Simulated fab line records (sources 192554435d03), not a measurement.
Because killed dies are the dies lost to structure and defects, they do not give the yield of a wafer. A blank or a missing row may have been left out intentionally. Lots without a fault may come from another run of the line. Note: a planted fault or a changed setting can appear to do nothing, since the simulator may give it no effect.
fab line records    flow n5-finfet
record: lots: 24  wafers: 72  last-day: 21
route steps=1938 shown BEOL_M8@1365 BEOL_M9@1403
lots that met no fault: from a run of the same line without faults
start-h: hours from the record's first day to the start of the lot's first wafer shown    wait-h: how many hours have passed since the lot's step before this one    " same as the row above    L1.1+2: several wafers, shown together as one row    - no value present, or no start provided    * or withheld: withheld    < > ~ a bound
route shown NAME@n: names a module that has steps shown in the file, with the first one's number in the route    usual: mean/standard deviation of fault-free wafers    same: alike in all rows    chamber/n: place in a boat    sites: readings site by site    _std_site: their standard deviation    _edge_site: inner sites' mean taken away from outer sites' mean    radius-mm: how far each site lies from the wafer's centre    mask NAME#n: copy n    behind: tool/chamber where the wafer was last shaped    hold: cause of the lot's hold/its duration in hours/its outcome    device: the transistor (n, p or np) that didn't switch    end of line: tests run on the same wafers once the route is complete    step lacking rows: just its recipe    killed: dies lost to structure and defects at the first sort, not the wafer's yield    map: per-die view of a wafer (x killed, . not killed, _ where there is no die)
set.NAME: the setting the step ran with; set.NAME@STEP: the setting that earlier step ran with    model.NAME: the simulator's own value behind a step, which no gauge read
one table for each step of the route and one row for each wafer, over a sample of lots
services: from which hour (start-h, from the record's first day; less than 0 if before it) a tool's chamber was out of use, for how many hours, and why
== steps ==
step: N5_BEOL_M8_CD_MEAS_28
recipe: target-cd-nm: 40  landing-energy-ev: 500  detector: se-inlens
usual: cd-nm: 39.97/0.24
lot.wafer  tool       chamber  start-h  wait-h  cd-nm
L075.1     cd-sem-01  0        266.03   -       39.59
L075.3     "          0        "        "       39.75
L075.6     "          0        "        "       39.91
L074.3     cd-sem-03  0        270.12   -       39.84
L074.4     "          0        "        "       40.42
L074.6     "          0        "        "       40.49
L076.1     cd-sem-01  0        282.45   -       40.31
L076.4     "          0        "        "       40.37
L076.6     "          0        "        "       40.08
L077.3     cd-sem-03  0        291.16   -       39.78
L077.5     "          0        "        "       39.95
L077.6     "          0        "        "       39.78
L080.2     cd-sem-02  0        298.72   -       39.94
L080.3     "          0        "        "       40.03
L080.5     "          0        "        "       39.68
L081.1     cd-sem-02  0        302.84   -       39.76
L081.2     "          0        "        "       39.81
L081.5     "          0        "        "       39.70
L079.2     cd-sem-01  0        310.71   -       40.15
L079.3     "          0        "        "       39.94
L079.4     "          0        "        "       39.93
L078.2     cd-sem-03  0        313.79   -       39.96
L078.4     "          0        "        "       40.16
L078.6     "          0        "        "       40.01
L082.2     cd-sem-02  0        316.22   -       39.84
L082.5     "          0        "        "       39.90
L082.6     "          0        "        "       39.70
L083.2     cd-sem-01  0        321.91   -       39.96
L083.3     "          0        "        "       40.01
L083.4     "          0        "        "       39.92
L085.1     cd-sem-02  0        330.70   -       39.88
L085.2     "          0        "        "       39.45
L085.3     "          0        "        "       39.92
L086.3     cd-sem-01  0        334.81   -       39.72
L086.4     "          0        "        "       40.10
L086.5     "          0        "        "       40.53
L084.2     cd-sem-02  0        345.51   -       40.25
L084.4     "          0        "        "       39.58
L084.5     "          0        "        "       40.05
L088.3     cd-sem-03  0        352.12   -       39.74
L088.5     "          0        "        "       39.97
L088.6     "          0        "        "       40.13
L089.2     cd-sem-01  0        352.62   -       39.95
L089.4     "          0        "        "       40.35
L089.6     "          0        "        "       39.71
L087.2     cd-sem-02  0        356.35   -       39.89
L087.3     "          0        "        "       39.58
L087.5     "          0        "        "       39.73
L091.1     cd-sem-02  0        358.43   -       40.00
L091.2     "          0        "        "       39.71
L091.4     "          0        "        "       40.44
L090.2     cd-sem-03  0        380.24   -       39.82
L090.4     "          0        "        "       39.64
L090.5     "          0        "        "       39.51
L093.1     cd-sem-03  0        389.63   -       39.99
L093.5     "          0        "        "       39.86
L093.6     "          0        "        "       39.59
L094.2     cd-sem-02  0        389.67   -       40.00
L094.3     "          0        "        "       40.06
L094.4     "          0        "        "       39.67
L092.1     cd-sem-03  0        398.16   -       40.01
L092.4     "          0        "        "       40.07
L092.6     "          0        "        "       39.57
L097.1     cd-sem-02  0        407.24   -       39.91
L097.2     "          0        "        "       39.91
L097.4     "          0        "        "       40.80
L096.2     cd-sem-03  0        407.42   -       40.14
L096.3     "          0        "        "       40.16
L096.4     "          0        "        "       40.26
L095.2     cd-sem-02  0        438.43   -       40.25
L095.3     "          0        "        "       39.76
L095.5     "          0        "        "       40.29
step: N5_BEOL_M8_STRIP_80
recipe: chemistry: N2/H2  time-s: 10  power-w: 450  temp-c: 40  pressure-mtorr: 20  rf-frequency-hz: 6e+07  bias-power-w: 7  n2-flow-sccm: 200  h2-flow-sccm: 200
usual: drypump-motor-current-A: 5.7/0.53  h2-flow-sccm: 200.0/0.66  oes-product-au: 0.80/0.081  rf-vpp-V: 59.1/0.82  showerhead-plenum-p-Torr: 2.53/0.071  throttle-valve-pct: 23.3/0.33
lot.wafer  tool         chamber  start-h  wait-h  drypump-motor-current-A  h2-flow-sccm  oes-product-au  rf-hours-counter-h  rf-vpp-V  showerhead-plenum-p-Torr  throttle-valve-pct
L075.1     rie-diel-05  2        -        -       5.4                      199.7         0.74            166                 58.5      2.52                      23.2
L075.3     "            0        "        "       5.3                      200.1         0.78            128                 58.9      2.54                      23.3
L075.6     "            0        "        "       5.3                      199.8         0.78            -                   59.5      2.54                      23.3
L074.3     rie-diel-05  2        -        -       5.4                      200.2         0.74            167                 58.4      2.52                      23.1
L074.4     "            1        "        "       6.4                      199.7         0.84            63                  59.6      2.47                      23.2
L074.6     "            2        "        "       5.4                      200.0         0.75            -                   58.4      2.52                      23.2
L076.1     rie-diel-05  0        -        -       5.3                      200.1         0.78            134                 58.8      2.54                      23.3
L076.4     "            1        "        "       6.4                      200.2         0.83            67                  60.5      2.47                      23.3
L076.6     "            3        "        "       5.2                      198.9         0.87            -                   59.7      2.47                      23.5
L077.3     rie-diel-05  3        -        -       5.3                      200.7         0.87            53                  58.1      2.47                      23.5
L077.5     "            1        "        "       6.5                      199.5         0.83            -                   58.9      2.47                      23.3
L077.6     "            0        "        "       5.2                      199.6         0.77            -                   60.2      2.54                      23.3
L080.2     rie-diel-04  3        -        -       6.5                      199.5         0.69            249                 59.7      2.59                      23.3
L080.3     "            2        "        "       4.9                      199.9         0.71            186                 57.9      2.53                      23.2
L080.5     "            3        "        "       6.6                      200.3         0.69            -                   60.7      2.59                      23.3
L081.1     rie-diel-04  3        -        -       6.5                      200.2         0.68            250                 59.5      2.59                      23.3
L081.2     "            0        "        "       5.7                      199.5         0.94            10                  58.9      2.46                      22.8
L081.5     "            0        "        "       5.7                      200.1         0.94            -                   59.9      2.46                      22.8
L079.2     rie-diel-01  1        -        -       5.1                      199.1         0.70            212                 57.0      2.67                      24.1
L079.3     "            3        "        "       5.6                      200.0         0.79            108                 59.2      2.47                      23.2
L079.4     "            2        "        "       5.2                      199.8         0.88            21                  58.2      2.69                      23.0
L078.2     rie-diel-01  2        -        -       5.2                      200.1         0.88            23                  60.8      2.69                      22.9
L078.4     "            3        "        "       5.7                      200.6         0.78            111                 59.0      2.47                      23.3
L078.6     "            3        "        "       5.7                      200.6         0.79            -                   59.2      2.47                      23.2
L082.2     rie-diel-05  2        -        -       5.4                      200.5         0.72            183                 58.8      2.51                      23.2
L082.5     "            1        "        "       6.4                      200.3         0.82            -                   60.2      2.47                      23.3
L082.6     "            0        "        "       5.3                      200.7         0.77            -                   59.6      2.53                      23.3
L083.2     rie-diel-05  3        -        -       5.3                      200.5         0.84            63                  57.2      2.47                      23.5
L083.3     "            2        "        "       5.4                      201.0         0.72            185                 58.7      2.51                      23.2
L083.4     "            1        "        "       6.4                      200.1         0.82            81                  59.2      2.47                      23.3
L085.1     rie-diel-01  2        -        -       5.2                      199.8         0.87            27                  59.3      2.69                      23.0
L085.2     "            0        "        "       5.5                      199.8         0.69            245                 59.6      2.50                      23.6
L085.3     "            1        "        "       5.1                      199.2         0.70            217                 59.0      2.66                      24.1
L086.3     rie-diel-04  1        -        -       6.3                      199.7         0.80            91                  58.7      2.58                      23.9
L086.4     "            2        "        "       4.9                      199.0         0.70            202                 59.9      2.53                      23.3
L086.5     "            2        "        "       4.9                      199.4         0.71            -                   58.8      2.52                      23.3
L084.2     rie-diel-04  2        -        -       4.9                      199.2         0.70            205                 58.8      2.52                      23.3
L084.4     "            0        "        "       5.8                      201.1         0.89            29                  58.7      2.46                      22.8
L084.5     "            0        "        "       5.7                      200.1         0.89            -                   60.3      2.46                      22.8
L088.3     rie-diel-04  0        -        -       5.8                      199.5         0.89            32                  58.6      2.46                      22.8
L088.5     "            0        "        "       5.8                      199.4         0.88            -                   60.4      2.46                      22.8
L088.6     "            3        "        "       6.6                      198.8         0.92            -                   59.8      2.58                      23.3
L089.2     rie-diel-04  3        -        -       6.5                      198.4         0.93            12                  58.1      2.58                      23.2
L089.4     "            0        "        "       5.8                      200.8         0.88            32                  56.6      2.46                      22.8
L089.6     "            0        "        "       5.7                      199.8         0.88            -                   59.2      2.46                      22.8
L087.2     rie-diel-01  3        -        -       5.7                      200.2         0.77            125                 59.2      2.46                      23.3
L087.3     "            2        "        "       5.3                      198.8         0.86            38                  58.3      2.69                      23.0
L087.5     "            3        "        "       5.6                      200.8         0.78            -                   61.3      2.46                      23.3
L091.1     rie-diel-05  0        -        -       5.3                      200.2         0.75            160                 59.5      2.53                      23.3
L091.2     "            1        "        "       6.4                      199.6         0.80            93                  59.3      2.46                      23.3
L091.4     "            2        "        "       5.4                      200.2         0.71            197                 58.9      2.51                      23.2
L090.2     rie-diel-05  1        -        -       6.4                      199.9         0.79            101                 58.6      2.46                      23.3
L090.4     "            0        "        "       5.3                      200.7         0.75            166                 60.6      2.53                      23.3
L090.5     "            0        "        "       5.2                      200.1         0.75            -                   59.1      2.53                      23.3
L093.1     rie-diel-01  1        -        -       5.1                      200.4         0.67            241                 58.8      2.65                      24.1
L093.5     "            1        "        "       5.1                      200.6         0.67            -                   59.1      2.65                      24.1
L093.6     "            0        "        "       5.5                      199.8         0.98            -                   59.7      2.50                      23.2
L094.2     rie-diel-04  1        -        -       6.4                      199.8         0.79            111                 60.1      2.57                      23.9
L094.3     "            3        "        "       6.5                      199.8         0.89            26                  58.4      2.58                      23.3
L094.4     "            0        "        "       5.7                      199.8         0.86            46                  58.5      2.45                      22.9
L092.1     rie-diel-04  3        -        -       6.5                      199.7         0.89            29                  60.4      2.58                      23.3
L092.4     "            2        "        "       4.9                      200.0         0.68            220                 59.0      2.52                      23.3
L092.6     "            3        "        "       6.6                      199.2         0.88            -                   59.2      2.58                      23.3
L097.1     rie-diel-01  3        -        -       5.6                      201.2         0.76            144                 59.0      2.45                      23.3
L097.2     "            1        "        "       5.1                      199.5         0.67            248                 60.1      2.65                      24.1
L097.4     "            0        "        "       5.5                      199.3         0.95            15                  59.5      2.50                      23.2
L096.2     rie-diel-05  2        -        -       5.4                      200.8         0.70            214                 59.6      2.50                      23.2
L096.3     "            3        "        "       5.3                      200.6         0.82            91                  59.2      2.45                      23.5
L096.4     "            1        "        "       6.4                      199.4         0.78            110                 57.9      2.46                      23.3
L095.2     rie-diel-01  3        -        -       5.7                      198.2         0.75            158                 60.3      2.45                      23.3
L095.3     "            2        "        "       5.2                      200.9         0.81            73                  59.7      2.67                      23.0
L095.5     "            3        "        "       5.7                      198.9         0.74            -                   58.2      2.45                      23.3
step: N5_BEOL_M8_SURFACE_TREAT_79
recipe: gas: Ar  time-s: *  ion-energy-ev: *  ion-current-ma-cm2: 0.5  pressure-mtorr: *  ar-flow-sccm: 30
usual: throttle-valve-pct: *
lot.wafer  tool            chamber  start-h  wait-h  throttle-valve-pct
L075.1     pvd-sputter-01  -        267.85   0.2     *
L075.3     "               -        "        "       *
L075.6     "               -        "        "       *
L074.3     pvd-sputter-03  -        271.76   0.2     *
L074.4     "               -        "        "       *
L074.6     "               -        "        "       *
L076.1     pvd-sputter-02  -        286.32   1.8     *
L076.4     "               -        "        "       *
L076.6     "               -        "        "       *
L077.3     pvd-sputter-02  -        292.74   0.2     *
L077.5     "               -        "        "       *
L077.6     "               -        "        "       *
L080.2     pvd-sputter-01  -        300.80   0.2     *
L080.3     "               -        "        "       *
L080.5     "               -        "        "       *
L081.1     pvd-sputter-03  -        304.66   0.2     *
L081.2     "               -        "        "       *
L081.5     "               -        "        "       *
L079.2     pvd-sputter-02  -        312.70   0.3     *
L079.3     "               -        "        "       *
L079.4     "               -        "        "       *
L078.2     pvd-sputter-03  -        316.79   0.3     *
L078.4     "               -        "        "       *
L078.6     "               -        "        "       *
L082.2     pvd-sputter-02  -        317.90   0.2     *
L082.5     "               -        "        "       *
L082.6     "               -        "        "       *
L083.2     pvd-sputter-02  -        323.54   0.3     *
L083.3     "               -        "        "       *
L083.4     "               -        "        "       *
L085.1     pvd-sputter-01  -        332.38   0.2     *
L085.2     "               -        "        "       *
L085.3     "               -        "        "       *
L086.3     pvd-sputter-03  -        337.77   1.0     *
L086.4     "               -        "        "       *
L086.5     "               -        "        "       *
L084.2     pvd-sputter-03  -        347.19   0.2     *
L084.4     "               -        "        "       *
L084.5     "               -        "        "       *
L088.3     pvd-sputter-03  -        353.90   0.2     *
L088.5     "               -        "        "       *
L088.6     "               -        "        "       *
L089.2     pvd-sputter-02  -        354.51   0.2     *
L089.4     "               -        "        "       *
L089.6     "               -        "        "       *
L087.2     pvd-sputter-01  -        358.27   0.3     *
L087.3     "               -        "        "       *
L087.5     "               -        "        "       *
L091.1     pvd-sputter-01  -        361.85   2.1     *
L091.2     "               -        "        "       *
L091.4     "               -        "        "       *
L090.2     pvd-sputter-02  -        382.41   0.3     *
L090.4     "               -        "        "       *
L090.5     "               -        "        "       *
L093.1     pvd-sputter-01  -        391.34   0.2     *
L093.5     "               -        "        "       *
L093.6     "               -        "        "       *
L094.2     pvd-sputter-03  -        391.67   0.2     *
L094.3     "               -        "        "       *
L094.4     "               -        "        "       *
L092.1     pvd-sputter-02  -        399.62   0.2     *
L092.4     "               -        "        "       *
L092.6     "               -        "        "       *
L097.1     pvd-sputter-03  -        409.67   0.4     *
L097.2     "               -        "        "       *
L097.4     "               -        "        "       *
L096.2     pvd-sputter-01  -        409.70   0.3     *
L096.3     "               -        "        "       *
L096.4     "               -        "        "       *
L095.2     pvd-sputter-03  -        440.02   0.2     *
L095.3     "               -        "        "       *
L095.5     "               -        "        "       *
step: N5_BEOL_M9_THK_MEAS_01
recipe: reads: SiCOH_lowk_of_BEOL_M9_ILD_DEP_00
usual: M9_ILD_THK: 267/4
lot.wafer  tool           chamber  start-h  wait-h  M9_ILD_THK[nm]
L075.1     film-metro-01  -        271.07   0.4     267
L075.3     "              -        "        "       268
L075.6     "              -        "        "       273
L074.3     film-metro-02  -        273.93   0.3     266
L074.4     "              -        "        "       272
L074.6     "              -        "        "       277
L076.1     film-metro-01  -        288.28   0.4     265
L076.4     "              -        "        "       274
L076.6     "              -        "        "       274
L077.3     film-metro-02  -        294.76   0.3     262
L077.5     "              -        "        "       266
L077.6     "              -        "        "       264
L080.2     film-metro-01  -        304.28   0.4     263
L080.3     "              -        "        "       262
L080.5     "              -        "        "       270
L081.1     film-metro-02  -        307.22   0.4     272
L081.2     "              -        "        "       262
L081.5     "              -        "        "       268
L079.2     film-metro-02  -        316.48   0.4     261
L079.3     "              -        "        "       266
L079.4     "              -        "        "       262
L078.2     film-metro-02  -        318.60   0.4     261
L078.4     "              -        "        "       268
L078.6     "              -        "        "       270
L082.2     film-metro-02  -        320.10   0.4     273
L082.5     "              -        "        "       273
L082.6     "              -        "        "       276
L083.2     film-metro-02  -        325.48   0.4     259
L083.3     "              -        "        "       262
L083.4     "              -        "        "       271
L085.1     film-metro-02  -        334.21   0.4     265
L085.2     "              -        "        "       273
L085.3     "              -        "        "       263
L086.3     film-metro-02  -        342.32   0.3     261
L086.4     "              -        "        "       264
L086.5     "              -        "        "       262
L084.2     film-metro-02  -        349.50   0.4     264
L084.4     "              -        "        "       269
L084.5     "              -        "        "       269
L088.3     film-metro-01  -        356.30   0.5     267
L088.5     "              -        "        "       274
L088.6     "              -        "        "       274
L089.2     film-metro-01  -        358.17   0.4     266
L089.4     "              -        "        "       271
L089.6     "              -        "        "       269
L087.2     film-metro-02  -        360.73   0.4     267
L087.3     "              -        "        "       272
L087.5     "              -        "        "       269
L091.1     film-metro-02  -        365.11   0.4     264
L091.2     "              -        "        "       264
L091.4     "              -        "        "       270
L090.2     film-metro-02  -        387.13   0.4     266
L090.4     "              -        "        "       268
L090.5     "              -        "        "       271
L093.1     film-metro-01  -        393.38   0.4     267
L093.5     "              -        "        "       278
L093.6     "              -        "        "       274
L094.2     film-metro-01  -        393.99   0.4     262
L094.3     "              -        "        "       265
L094.4     "              -        "        "       267
L092.1     film-metro-02  -        401.40   0.4     262
L092.4     "              -        "        "       268
L092.6     "              -        "        "       269
L096.2     film-metro-01  -        411.74   0.4     267
L096.3     "              -        "        "       268
L096.4     "              -        "        "       268
L097.1     film-metro-01  -        411.94   0.4     265
L097.2     "              -        "        "       267
L097.4     "              -        "        "       269
L095.2     film-metro-01  -        441.87   0.4     262
L095.3     "              -        "        "       264
L095.5     "              -        "        "       267
step: N5_BEOL_M9_CD_MEAS_18
recipe: pitch-nm: 140  target-cd-nm: 70
usual: cd-nm: 70.4/0.78
lot.wafer  tool       chamber  start-h  wait-h  cd-nm
L075.1     cd-sem-02  -        272.63   0.0     70.3
L075.3     "          -        "        "       70.4
L075.6     "          -        "        "       71.3
L074.3     cd-sem-01  -        277.23   0.1     68.6
L074.4     "          -        "        "       68.3
L074.6     "          -        "        "       69.8
L076.1     cd-sem-02  -        289.64   0.0     71.5
L076.4     "          -        "        "       70.6
L076.6     "          -        "        "       70.1
L077.3     cd-sem-03  -        297.25   0.1     70.4
L077.5     "          -        "        "       70.8
L077.6     "          -        "        "       70.4
L080.2     cd-sem-01  -        306.59   0.1     70.9
L080.3     "          -        "        "       70.9
L080.5     "          -        "        "       70.4
L081.1     cd-sem-01  -        309.17   0.0     69.4
L081.2     "          -        "        "       70.8
L081.5     "          -        "        "       70.2
L079.2     cd-sem-01  -        318.39   0.1     71.5
L079.3     "          -        "        "       70.7
L079.4     "          -        "        "       71.6
L078.2     cd-sem-01  -        323.33   0.1     69.7
L078.4     "          -        "        "       70.3
L078.6     "          -        "        "       69.5
L082.2     cd-sem-02  -        323.87   0.1     69.8
L082.5     "          -        "        "       68.5
L082.6     "          -        "        "       70.0
L083.2     cd-sem-02  -        327.20   0.1     70.8
L083.3     "          -        "        "       70.7
L083.4     "          -        "        "       70.6
L085.1     cd-sem-02  -        336.59   0.0     70.2
L085.2     "          -        "        "       70.6
L085.3     "          -        "        "       71.0
L086.3     cd-sem-01  -        344.12   0.1     70.9
L086.4     "          -        "        "       70.3
L086.5     "          -        "        "       70.8
L084.2     cd-sem-02  -        351.19   0.1     69.7
L084.4     "          -        "        "       70.5
L084.5     "          -        "        "       69.9
L088.3     cd-sem-01  -        358.25   0.1     69.7
L088.5     "          -        "        "       70.4
L088.6     "          -        "        "       71.0
L089.2     cd-sem-01  -        359.57   0.1     70.0
L089.4     "          -        "        "       69.3
L089.6     "          -        "        "       69.2
L087.2     cd-sem-02  -        364.32   0.1     69.7
L087.3     "          -        "        "       69.8
L087.5     "          -        "        "       69.9
L091.1     cd-sem-02  -        367.21   0.0     69.7
L091.2     "          -        "        "       70.3
L091.4     "          -        "        "       71.1
L090.2     cd-sem-01  -        389.37   0.1     70.5
L090.4     "          -        "        "       69.5
L090.5     "          -        "        "       70.6
L093.1     cd-sem-01  -        396.28   0.0     71.6
L093.5     "          -        "        "       70.9
L093.6     "          -        "        "       70.8
L094.2     cd-sem-03  -        396.67   0.1     70.1
L094.3     "          -        "        "       70.9
L094.4     "          -        "        "       70.9
L092.1     cd-sem-01  -        403.08   0.0     71.3
L092.4     "          -        "        "       72.4
L092.6     "          -        "        "       70.8
L096.2     cd-sem-02  -        414.59   0.1     70.5
L096.3     "          -        "        "       70.8
L096.4     "          -        "        "       71.9
L097.1     cd-sem-01  -        415.09   0.0     71.0
L097.2     "          -        "        "       71.3
L097.4     "          -        "        "       69.7
L095.2     cd-sem-03  -        444.96   0.1     71.3
L095.3     "          -        "        "       70.2
L095.5     "          -        "        "       70.7
step: N5_BEOL_M9_DEGAS_44
recipe: ambient: vacuum  temp-c: 250  time-s: 60
usual: heater-power-w: 329/29
lot.wafer  tool            chamber  start-h  wait-h  heater-power-w
L075.1     pvd-sputter-03  -        277.01   0.3     321
L075.3     "               -        "        "       302
L075.6     "               -        "        "       316
L074.3     pvd-sputter-01  -        281.17   0.5     337
L074.4     "               -        "        "       314
L074.6     "               -        "        "       321
L076.1     pvd-sputter-02  -        292.50   0.5     318
L076.4     "               -        "        "       384
L076.6     "               -        "        "       312
L077.3     pvd-sputter-03  -        299.79   0.5     295
L077.5     "               -        "        "       300
L077.6     "               -        "        "       313
L080.2     pvd-sputter-03  -        308.18   0.4     331
L080.3     "               -        "        "       323
L080.5     "               -        "        "       327
L081.1     pvd-sputter-01  -        311.98   0.3     335
L081.2     "               -        "        "       338
L081.5     "               -        "        "       341
L079.2     pvd-sputter-02  -        323.10   0.3     312
L079.3     "               -        "        "       381
L079.4     "               -        "        "       382
L082.2     pvd-sputter-01  -        326.38   0.6     337
L082.5     "               -        "        "       338
L082.6     "               -        "        "       338
L078.2     pvd-sputter-03  -        326.65   0.4     330
L078.4     "               -        "        "       289
L078.6     "               -        "        "       297
L083.2     pvd-sputter-02  -        329.57   0.4     320
L083.3     "               -        "        "       388
L083.4     "               -        "        "       388
L085.1     pvd-sputter-01  -        338.70   0.7     324
L085.2     "               -        "        "       339
L085.3     "               -        "        "       326
L086.3     pvd-sputter-01  -        346.71   0.5     330
L086.4     "               -        "        "       323
L086.5     "               -        "        "       333
L084.2     pvd-sputter-02  -        353.65   0.4     397
L084.4     "               -        "        "       309
L084.5     "               -        "        "       311
L088.3     pvd-sputter-03  -        363.59   0.2     301
L088.5     "               -        "        "       297
L088.6     "               -        "        "       295
L089.2     pvd-sputter-01  -        363.73   0.3     335
L089.4     "               -        "        "       323
L089.6     "               -        "        "       312
L087.2     pvd-sputter-01  -        366.35   0.9     319
L087.3     "               -        "        "       345
L087.5     "               -        "        "       340
L091.1     pvd-sputter-03  -        369.46   0.6     292
L091.2     "               -        "        "       326
L091.4     "               -        "        "       289
L090.2     pvd-sputter-03  -        392.97   0.9     323
L090.4     "               -        "        "       297
L090.5     "               -        "        "       329
L093.1     pvd-sputter-02  -        399.14   0.3     310
L093.5     "               -        "        "       314
L093.6     "               -        "        "       310
L094.2     pvd-sputter-02  -        399.44   0.2     382
L094.3     "               -        "        "       411
L094.4     "               -        "        "       308
L092.1     pvd-sputter-01  -        405.38   0.4     343
L092.4     "               -        "        "       327
L092.6     "               -        "        "       315
L097.1     pvd-sputter-02  -        420.05   0.7     412
L097.2     "               -        "        "       393
L097.4     "               -        "        "       309
L096.2     pvd-sputter-01  -        420.91   0.7     310
L096.3     "               -        "        "       333
L096.4     "               -        "        "       319
L095.2     pvd-sputter-01  -        450.32   0.3     327
L095.3     "               -        "        "       335
L095.5     "               -        "        "       316
== services ==
tool            chamber  start-h  hours  kind
rie-diel-04     0        249.99   -      clean
rie-diel-04     0        249.99   -      consumable-replace:focus-ring
rie-diel-04     0        249.99   21.8   scheduled-down
rie-diel-04     0        249.99   21.8   vent-cycle
rie-diel-04     3        304.27   -      clean
rie-diel-04     3        304.27   -      consumable-replace:focus-ring
rie-diel-04     3        304.27   19.4   scheduled-down
rie-diel-04     3        304.27   19.4   vent-cycle
rie-diel-01     0        346.66   -      clean
rie-diel-01     0        346.66   -      consumable-replace:focus-ring
rie-diel-04     2        364.60   12.6   repair
rie-diel-01     3        395.29   4.1    repair
rie-diel-01     1        413.20   -      clean
rie-diel-01     1        413.20   -      consumable-replace:focus-ring
rie-diel-01     1        413.20   28.5   scheduled-down
rie-diel-01     1        413.20   28.5   vent-cycle
rie-diel-05     0        417.32   6.0    repair
pvd-sputter-03  -        423.06   8.9    repair
pvd-sputter-01  -        443.95   4.9    repair
pvd-sputter-03  -        444.22   1.9    repair
rie-diel-04     1        448.62   4.0    repair
== key ==
fault none
